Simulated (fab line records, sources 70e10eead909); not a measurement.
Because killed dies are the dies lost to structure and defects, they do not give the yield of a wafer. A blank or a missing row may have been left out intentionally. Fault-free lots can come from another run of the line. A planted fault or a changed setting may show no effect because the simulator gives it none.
A struck lot beside a sound one ; flow nand harc ; 14 out of 1302 route steps
Sound: these wafers, L160.1, L160.4, L160.5. Wafers L167.1, L167.4, L167.5 were the ones struck. Last of all comes the cause.
Per side, at each step with rows, come the tool, then ch with its chambers, and then its first start. Under that, the readings that differ: sound wafers ; struck wafers ; difference of the means ; sigmas: that difference in standard deviations of wafers without a fault.
alike: same words and numbers on both sides, and readings whose means sit less than 2 such deviations apart. not compared: any withheld reading, any reading some wafer has no value for, any bound like >300 that may hide the same value, and any number with overlapping values for which the record gives no deviation.
The two part at a step that has a row with sigmas, a row that says differs or no value, or rows on one side only. Non-overlapping numbers with no deviation appear without sigmas and do not part them. A reading that every wafer of one side lacks parts them only if that side has two wafers or more.

first, 4 steps without rows for these wafers: NHARC_HYBRID_BOND_PRECLEAN_01 (cleans in DIW, time 300 s); NHARC_HYBRID_BOND_SRD_02 (time 30 s, dry time 20 s); NHARC_HYBRID_BOND_BOND_03; NHARC_HYBRID_BOND_ANNEAL_04 (time 7200 s).
NHARC_HYBRID_BOND_OVL_MEAS_05:
  struck on overlay-02, day 30 19:17; sound on overlay-02, day 27 13:41
  alike: overlay x nm, overlay y nm
NHARC_HYBRID_BOND_INSPECT_06: inspects for defects (ir void).
  struck on defect inspect-02, day 30 19:20; sound on defect inspect-02, day 27 13:44
  alike: raw defect count
NHARC_THIN_TSV_GRIND_00:
  sound on grinder-01 ch 0, day 27 13:53; struck on grinder-01 ch 0, day 30 20:42
  alike: motor current A
NHARC_THIN_TSV_CMP_01: polishes.
  sound on cmp-02 ch 0,1,2, day 27 15:09; struck on cmp-01 ch 1,2,3, day 30 21:57
  alike: edge zone pressure frac, motor current A, retaining ring pressure frac
  not compared: pad life wafers
NHARC_THIN_TSV_THK_MEAS_02: measures by ir.
  struck on film metro-01, day 30 22:11; sound on film metro-02, day 27 15:23
  alike: thk nm
then, 3 steps without rows for these wafers: NHARC_THIN_TSV_SRD_03; NHARC_THIN_TSV_PRECLEAN_41 (cleans in SC1); NHARC_THIN_TSV_SRD_42.
NHARC_THIN_TSV_DEP_43: deposits SiO2, target thk 1328.5 nm.
  sound on pecvd-02 ch 1,2, day 27 15:41; struck on pecvd-04 ch 0,1,2, day 30 22:27
  no value came back on the struck wafers for chamber pressure Torr (Torr), rf fwd power W (W), throttle valve pct (%); on the sound wafers chamber pressure Torr (Torr) reads 6.504 6.489 6.514
then, 1 step without rows for these wafers: NHARC_THIN_TSV_DEHYDRATE_04 (time 120 s).

== WHERE THEY PART ==
NHARC_THIN_TSV_DEP_43 only, going by this record.

WHY: what had been put in by the simulator
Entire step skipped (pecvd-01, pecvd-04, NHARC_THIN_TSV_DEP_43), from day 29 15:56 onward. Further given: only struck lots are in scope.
